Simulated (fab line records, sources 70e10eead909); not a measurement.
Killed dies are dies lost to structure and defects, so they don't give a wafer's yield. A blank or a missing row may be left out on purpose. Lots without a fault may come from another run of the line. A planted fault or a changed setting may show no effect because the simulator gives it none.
fab line records | flow nand_harc
record lots=6 wafers=18 last_day=33
route steps=1302 shown A_ONON_D2@565 A_CHANNEL_HOLE_D2@570 END@1302
lots that met no fault: from a run of the same line without faults
start_h: hours from the record's first day to the start of the lot's first wafer shown | wait_h: hours since the lot's step before | " the same as in the row above | L1.1+2: a row that stands for several wafers | - no value, or no start given | * or withheld: withheld | < > ~ a bound
route shown NAME@n: a module of which the file shows steps, and the number in the route of the first | usual: mean/standard deviation of fault-free wafers | same: alike in all rows | chamber/n: place in a boat | sites: the reading at each site | _std_site: their standard deviation | _edge_site: outer sites' mean less inner sites' | radius_mm: how far each site lies from the wafer's centre | mask NAME#n: copy n | behind: the tool/chamber that last shaped the wafer | hold: why the lot was held/for how many hours/how that ended | device: the transistor (n, p or np) that didn't switch | end of line: the same wafers' tests at the end of the route | a step without rows: its recipe alone | killed: dies lost to structure and defects at the first sort, not the wafer's yield | map: a wafer's dies, x killed, . not, _ none there
set.NAME: the setting as run; set.NAME@STEP: as run at that earlier step | model.NAME: the simulator's own value behind a step, which no gauge read
lots at some steps of the route; a table a step, a row a wafer
services: from which hour (start_h, from the record's first day; less than 0 if before it) a tool's chamber was out of use, for how many hours, and why
## steps
# step NHARC_A_ONON_D2_THK_MEAS_30
# recipe thk_meas_gauge=ellipsometry
# usual thk_nm=997/9.5
# columns lot.wafer tool chamber start_h wait_h thk_nm
L277.1 film_metro-02 - 288.50 - 1006
L277.3 " - " " 1007
L277.4 " - " " 1010
L284.1 film_metro-01 - 357.98 - 979
L284.4 " - " " 978
L284.6 " - " " 979
L287.3 film_metro-01 - 376.90 - 1010
L287.4 " - " " 1010
L287.5 " - " " 1012
L297.2 film_metro-01 - 493.92 - 994
L297.3 " - " " 994
L297.6 " - " " 994
L299.2 film_metro-02 - 494.27 - 1004
L299.4 " - " " 1004
L299.6 " - " " 1004
L300.2 film_metro-02 - 509.51 - 1004
L300.4 " - " " 1005
L300.5 " - " " 1005
# step NHARC_A_ONON_D2_DEP_33
# recipe target_thk_a=2000 temp_c=400 pressure_torr=6.5 rf_w=900 teos_flow_sccm=161.4 flow_sccm=2650 target_thk_nm=200 gas=O2 material=SiO2
# usual heater_power_w=537/79 throttle_valve_pct=15.8/0.56
# columns lot.wafer tool chamber start_h wait_h heater_power_w throttle_valve_pct
L277.3 pecvd-02 1 288.55 0.1 596 16.0
L277.1 " 2 " " 543 16.0
L277.4 " 1 " " 622 15.9
L284.1 pecvd-03 0 358.12 0.1 571 15.6
L284.6 " 1 " " 603 16.6
L284.4 " 0 " " 568 15.9
L287.3 pecvd-02 2 376.96 0.1 539 16.6
L287.5 " 2 " " 564 16.4
L287.4 " 1 " " 643 16.4
L297.3 pecvd-02 1 493.97 0.1 618 15.9
L297.2 " 0 " " 508 15.2
L297.6 " 1 " " 648 16.0
L299.2 pecvd-02 2 494.33 0.1 550 15.7
L299.6 " 2 " " 550 16.0
L299.4 " 0 " " 568 15.0
L300.2 pecvd-02 0 509.65 0.1 547 15.1
L300.5 " 1 " " 567 16.0
L300.4 " 0 " " 540 15.0
# step NHARC_A_ONON_D2_THK_MEAS_34
# recipe thk_meas_gauge=ellipsometry
# usual thk_nm=200.4/2.8
# columns lot.wafer tool chamber start_h wait_h thk_nm
L277.1 film_metro-02 - 288.97 - 197.8
L277.3 " - " " 197.5
L277.4 " - " " 198.8
L284.1 film_metro-01 - 358.44 - 196.9
L284.4 " - " " 198.7
L284.6 " - " " 202.9
L287.3 film_metro-01 - 377.38 - 204.6
L287.4 " - " " 206.2
L287.5 " - " " 200.5
L297.2 film_metro-02 - 494.39 - 194.2
L297.3 " - " " 198.6
L297.6 " - " " 201.0
L299.2 film_metro-02 - 494.74 - 196.7
L299.4 " - " " 199.1
L299.6 " - " " 200.7
L300.2 film_metro-01 - 509.98 - 199.1
L300.4 " - " " 201.3
L300.5 " - " " 201.1
# step NHARC_A_ONON_D2_INSPECT_32
# usual raw_defect_count=406/160
# columns lot.wafer tool chamber start_h wait_h raw_defect_count
L277.1 defect_inspect-01 - 289.03 0.0 603
L277.3 " - " " 471
L277.4 " - " " 867
L284.1 defect_inspect-01 - 358.51 0.0 252
L284.4 " - " " 475
L284.6 " - " " 260
L287.3 defect_inspect-02 - 377.44 0.0 305
L287.4 " - " " 300
L287.5 " - " " 289
L297.2 defect_inspect-01 - 494.45 0.0 378
L297.3 " - " " 514
L297.6 " - " " 518
L299.2 defect_inspect-01 - 494.80 0.0 436
L299.4 " - " " 164
L299.6 " - " " 304
L300.2 defect_inspect-01 - 510.04 0.0 400
L300.4 " - " " 371
L300.5 " - " " 512
# step NHARC_A_CHANNEL_HOLE_D2_DEP_00
# recipe target_thk_a=31000 temp_c=400 material=aC
# usual throttle_valve_pct=34.998/0.0094
# columns lot.wafer tool chamber start_h wait_h throttle_valve_pct
L277.1 acl_dep-01 0 289.10 0.1 34.997
L277.3 " 0 " " 34.985
L277.4 " 0 " " 35.002
L284.1 acl_dep-03 0 358.82 0.3 35.011
L284.4 " 0 " " 35.015
L284.6 " 0 " " 35.006
L287.3 acl_dep-03 0 380.00 2.6 34.998
L287.4 " 0 " " 34.989
L287.5 " 0 " " 34.990
L297.2 acl_dep-02 0 496.68 2.2 35.026
L297.3 " 0 " " 34.986
L297.6 " 0 " " 35.004
L299.2 acl_dep-02 0 498.56 3.8 35.016
L299.4 " 0 " " 34.993
L299.6 " 0 " " 35.003
L300.2 acl_dep-03 0 510.43 0.4 35.001
L300.4 " 0 " " 34.998
L300.5 " 0 " " 34.980
# step NHARC_A_CHANNEL_HOLE_D2_DEP_01
# recipe target_thk_a=1400 target_thk_nm=140 temp_c=400 pressure_torr=3.5 flow_sccm=200 rf_w=350 material=SiON
# usual heater_power_w=721/95
# columns lot.wafer tool chamber start_h wait_h heater_power_w
L277.3 pecvd-03 1 291.01 1.0 692
L277.1 " 0 " " 687
L277.4 " 2 " " 614
L284.1 pecvd-03 1 360.74 1.6 811
L284.6 " 1 " " 693
L284.4 " 2 " " 614
L287.3 pecvd-04 0 381.29 1.0 735
L287.4 " 0 " " 753
L287.5 " 1 " " 606
L297.3 pecvd-04 0 498.30 1.0 724
L297.2 " 1 " " 658
L297.6 " 0 " " 745
L299.2 pecvd-03 2 500.21 1.3 589
L299.4 " 0 " " 758
L299.6 " 1 " " 755
L300.2 pecvd-04 1 512.36 1.6 627
L300.5 " 2 " " 708
L300.4 " 1 " " 642
# step NHARC_A_CHANNEL_HOLE_D2_DEHYDRATE_02
# recipe temp_c=150 time_s=120
# step NHARC_A_CHANNEL_HOLE_D2_HMDS_03
# recipe time_s=30
# step NHARC_A_CHANNEL_HOLE_D2_COAT_36
# recipe temp_c=260 time_s=75
# step NHARC_A_CHANNEL_HOLE_D2_COAT_37
# recipe temp_c=225 time_s=65
# step NHARC_A_CHANNEL_HOLE_D2_COAT_04
# recipe spin_rpm=1500 resist_thk_nm=90
# step NHARC_A_CHANNEL_HOLE_D2_SOFTBAKE_05
# recipe temp_c=105 time_s=55
# usual heater_power_total_W=188.44/0.14 resist_line_temp_C=23.00/0.11
# columns lot.wafer tool chamber start_h wait_h heater_power_total_W resist_line_temp_C
L277.1 litho_track-06 0 291 - 188.34 23.01
L277.3 " 0 " " 188.41 23.09
L277.4 " 0 " " 188.60 23.04
L284.1 litho_track-01 0 361 - 188.32 23.02
L284.4 " 0 " " 188.65 23.06
L284.6 " 0 " " 188.42 23.11
L287.3 litho_track-01 0 381 - 188.76 23.13
L287.4 " 0 " " 188.38 23.09
L287.5 " 0 " " 188.41 23.03
L297.2 litho_track-01 0 498 - 188.60 22.99
L297.3 " 0 " " 188.42 22.82
L297.6 " 0 " " 222.52 22.79
L299.2 litho_track-01 0 500 - 188.61 23.11
L299.4 " 0 " " 222.41 23.05
L299.6 " 0 " " 222.67 23.10
L300.2 litho_track-06 0 512 - 188.34 22.95
L300.4 " 0 " " 188.74 22.94
L300.5 " 0 " " 188.29 23.13
# step NHARC_A_CHANNEL_HOLE_D2_EBR_06
# step NHARC_END_SORT_01
# recipe temp_c=25
# usual killed_at_array=55/22 killed_at_other=1.1/1.4 killed_at_periphery=4/3.2 killed_dies=59/22 killed_open=3.3/1.8 killed_short=2.5/1.5
# same gross_dies=677
# columns lot.wafer tool chamber start_h wait_h killed_at_array killed_at_other killed_at_periphery killed_dies killed_open killed_short
L277.1 prober-02 0 559.71 2.5 86 0 10 96 4 3
L277.3 prober-02 0 561.33 3.1 82 0 3 85 2 2
L277.4 prober-02 0 562.14 3.4 64 0 6 70 4 4
L284.1 prober-02 0 638.11 2.5 24 0 1 25 4 1
L284.4 prober-02 0 640.53 3.4 21 0 4 25 2 0
L284.6 prober-02 0 642.15 4.0 33 1 5 39 3 3
L287.3 prober-02 0 654.66 3.1 32 1 10 43 3 2
L287.4 prober-02 0 655.46 3.4 39 0 5 44 4 2
L287.5 prober-02 0 656.26 3.7 40 1 6 47 6 3
L299.2 prober-02 0 777.38 2.8 22 0 2 24 2 3
L299.4 prober-02 0 778.96 3.4 27 1 2 30 6 2
L299.6 prober-02 0 780.55 4.0 19 0 1 20 0 1
L300.2 prober-01 0 787.42 2.8 80 2 1 83 5 3
L300.4 prober-01 0 789.01 3.4 70 0 2 72 4 2
L300.5 prober-01 0 789.81 3.7 50 1 2 53 2 1
L297.2 prober-02 0 791.02 8.7 54 1 3 58 4 1
L297.3 prober-02 0 791.82 9.0 55 1 0 56 3 2
L297.6 prober-02 0 794.21 9.9 58 1 2 61 4 3
# killed by level:class
L277.1 A_CHANNEL_HOLE_D2:chamber_film_flake=37 A_SLIT:chamber_film_flake=20 A_CHANNEL_HOLE_D1:chamber_film_flake=12 A_CONTACT:chamber_film_flake=7 P_CONTACT:chamber_film_flake=4 P_ZERO_WELL:chamber_film_flake=3 A_CHANNEL_FILL_D1:chamber_film_flake=2 A_WL_FILL:chamber_film_flake=2
L277.3 A_CHANNEL_HOLE_D1:chamber_film_flake=26 A_CHANNEL_HOLE_D2:chamber_film_flake=22 A_SLIT:chamber_film_flake=19 A_WL_FILL:chamber_film_flake=8 P_GATE:geometric_particle:short=1 A_BLC:geometric_particle:short=1 A_BLC:geometric_particle:open=1 A_M0:geometric_particle:open=1
L277.4 A_SLIT:chamber_film_flake=25 A_CHANNEL_HOLE_D1:chamber_film_flake=8 A_CONTACT:chamber_film_flake=8 A_CHANNEL_HOLE_D2:chamber_film_flake=7 A_CHANNEL_FILL_D1:chamber_film_flake=5 A_WL_FILL:chamber_film_flake=5 P_CONTACT:chamber_film_flake=2 P_STI:geometric_particle:short=1
L284.1 A_CHANNEL_HOLE_D2:chamber_film_flake=11 A_CHANNEL_HOLE_D1:chamber_film_flake=3 A_CONTACT:chamber_film_flake=3 A_STAIRCASE:chamber_film_flake=2 P_M0:geometric_particle:open=1 A_ONON_D1:geometric_particle:open=1 A_CHANNEL_HOLE_D1:geometric_particle:short=1 A_SGD_CUT:geometric_particle:open=1
L284.4 A_CHANNEL_HOLE_D2:chamber_film_flake=11 P_STI:chamber_film_flake=3 A_STAIRCASE:chamber_film_flake=3 A_SLIT:chamber_film_flake=2 A_DECK1_JOINT:geometric_particle:open=1 A_SGD_CUT:geometric_particle:open=1 P_M2:chamber_film_flake=1 A_CHANNEL_HOLE_D1:chamber_film_flake=1
L284.6 A_CHANNEL_HOLE_D2:chamber_film_flake=10 A_CHANNEL_HOLE_D1:chamber_film_flake=6 A_DECK1_JOINT:chamber_film_flake=5 A_STAIRCASE:chamber_film_flake=5 P_STI:chamber_film_flake=4 A_CHANNEL_HOLE_D1:geometric_particle:open=2 A_DECK1_JOINT:geometric_particle:short=2 A_ONON_D1:geometric_particle:short=1
L287.3 A_CHANNEL_HOLE_D2:chamber_film_flake=14 A_CHANNEL_HOLE_D1:chamber_film_flake=5 A_CONTACT:chamber_film_flake=5 P_CONTACT:geometric_particle:open=3 A_SLIT:chamber_film_flake=3 P_GATE:chamber_film_flake=2 P_M1:chamber_film_flake=2 A_CHANNEL_FILL_D2:chamber_film_flake=2
L287.4 A_CHANNEL_HOLE_D2:chamber_film_flake=15 A_STAIRCASE:chamber_film_flake=8 A_CHANNEL_HOLE_D1:chamber_film_flake=6 P_GATE:chamber_film_flake=2 A_DECK1_JOINT:chamber_film_flake=2 A_DECK1_JOINT:geometric_particle:short=1 A_DECK1_JOINT:geometric_particle:open=1 A_CHANNEL_FILL_D2:geometric_particle:short=1
L287.5 A_CHANNEL_HOLE_D2:chamber_film_flake=21 A_CHANNEL_HOLE_D1:chamber_film_flake=5 A_CONTACT:chamber_film_flake=4 A_STAIRCASE:chamber_film_flake=3 P_CONTACT:geometric_particle:open=2 P_STI:chamber_film_flake=2 A_DECK1_JOINT:geometric_particle:open=1 A_ONON_D2:geometric_particle:open=1
L299.2 A_CONTACT:chamber_film_flake=8 A_SLIT:chamber_film_flake=7 P_M1:geometric_particle:open=1 A_CHANNEL_FILL_D2:geometric_particle:short=1 A_WL_FILL:geometric_particle:short=1 A_M0:geometric_particle:short=1 A_M0:geometric_particle:open=1 P_GATE:chamber_film_flake=1
L299.4 A_CONTACT:chamber_film_flake=10 A_SLIT:chamber_film_flake=4 A_M0:geometric_particle:open=3 A_STAIRCASE:chamber_film_flake=3 P_CONTACT:geometric_particle:open=1 A_ONON_D1:geometric_particle:short=1 A_CHANNEL_HOLE_D2:geometric_particle:short=1 A_CHANNEL_FILL_D2:geometric_particle:open=1
L299.6 A_SLIT:chamber_film_flake=8 A_CONTACT:chamber_film_flake=5 A_STAIRCASE:chamber_film_flake=3 A_WL_FILL:chamber_film_flake=2 A_SGD_CUT:geometric_particle:short=1 P_GATE:chamber_film_flake=1
L300.2 A_CHANNEL_HOLE_D2:chamber_film_flake=32 A_CHANNEL_HOLE_D1:chamber_film_flake=13 A_SLIT:chamber_film_flake=13 A_SGD_CUT:chamber_film_flake=4 A_DECK1_JOINT:geometric_particle:open=2 A_ZERO_WELL:chamber_film_flake=2 A_CHANNEL_FILL_D1:chamber_film_flake=2 A_DECK1_JOINT:chamber_film_flake=2
L300.4 A_CHANNEL_HOLE_D2:chamber_film_flake=30 A_CHANNEL_HOLE_D1:chamber_film_flake=19 A_SLIT:chamber_film_flake=9 A_CONTACT:chamber_film_flake=3 A_CHANNEL_FILL_D2:chamber_film_flake=3 A_ONON_D1:geometric_particle:short=2 A_ONON_D2:geometric_particle:open=2 P_CONTACT:geometric_particle:open=1
L300.5 A_CHANNEL_HOLE_D2:chamber_film_flake=22 A_CHANNEL_HOLE_D1:chamber_film_flake=11 A_CHANNEL_FILL_D2:chamber_film_flake=5 A_SLIT:chamber_film_flake=5 A_STAIRCASE:chamber_film_flake=2 A_CONTACT:chamber_film_flake=2 P_CONTACT:geometric_particle:open=1 A_WL_FILL:geometric_particle:open=1
L297.2 A_SLIT:chamber_film_flake=27 A_CHANNEL_HOLE_D1:chamber_film_flake=16 A_CONTACT:chamber_film_flake=5 A_CHANNEL_FILL_D2:geometric_particle:open=2 A_STAIRCASE:chamber_film_flake=2 P_CONTACT:geometric_particle:open=1 P_M1:geometric_particle:open=1 A_CHANNEL_FILL_D2:geometric_particle:short=1
L297.3 A_SLIT:chamber_film_flake=31 A_CHANNEL_HOLE_D1:chamber_film_flake=12 A_CONTACT:chamber_film_flake=4 A_ONON_D2:geometric_particle:open=1 A_CHANNEL_HOLE_D2:geometric_particle:open=1 A_SGD_CUT:geometric_particle:short=1 A_M0:geometric_particle:short=1 A_M0:geometric_particle:open=1
L297.6 A_SLIT:chamber_film_flake=29 A_CHANNEL_HOLE_D1:chamber_film_flake=14 A_CONTACT:chamber_film_flake=6 A_BONDPAD:chamber_film_flake=3 A_SOURCE_PLATE:geometric_particle:open=2 A_WL_FILL:geometric_particle:short=2 P_M0:geometric_particle:open=1 A_CHANNEL_FILL_D1:geometric_particle:open=1
## services
# columns tool chamber start_h hours kind
pecvd-04 - 269.17 13.0 pm
acl_dep-03 - 284.45 0.8 repair
acl_dep-03 - 301.13 13.0 pm
pecvd-04 - 304.43 0.4 repair
pecvd-03 1 317.16 3.3 repair
pecvd-02 - 317.91 0.6 repair
pecvd-04 0 320.40 6.1 repair
litho_track-01 - 330.00 7.0 pm
pecvd-04 - 350.30 1.5 repair
litho_track-06 - 354.00 7.0 pm
pecvd-03 - 366.20 13.0 pm
acl_dep-01 - 368.60 13.0 pm
pecvd-02 - 402.84 1.0 repair
pecvd-04 0 405.37 5.4 repair
pecvd-02 - 408.00 13.0 pm
pecvd-02 0 408.00 13.0 vent_cycle
pecvd-02 1 408.00 13.0 vent_cycle
pecvd-02 2 408.00 13.0 vent_cycle
acl_dep-03 - 409.94 8.2 repair
pecvd-02 0 421.00 - clean
acl_dep-02 - 423.76 13.0 pm
pecvd-04 - 450.17 13.0 pm
acl_dep-03 - 482.35 13.0 pm
litho_track-01 - 505.00 7.0 pm
## key
first_sign step=NHARC_A_CHANNEL_HOLE_D2_SOFTBAKE_05 reading=heater_power_total_W direction=up sigmas=99+ usual=* struck=*
effect none on later readings
met_at NHARC_A_CHANNEL_HOLE_D2_SOFTBAKE_05
struck_wafers L297.6,L299.4,L299.6
tester_left_out L297,L299
onset_between 381 498
fault kind=process_parameter_drift tool=litho_track-01 chamber=- onset_h=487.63 steps=NHARC_A_CHANNEL_HOLE_D2_SOFTBAKE_05 channel=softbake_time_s offset=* shape=step end_h=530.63 scope=struck_wafers_only acts_in=* stated=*
# tester_left_out: of these lots the tester's yield and bins aren't shown, on N5 and GAA mostly nor the transistor test; their killed dies are dies lost to structure and defects alone, not to doping, threshold or leakage, so they don't give the yield
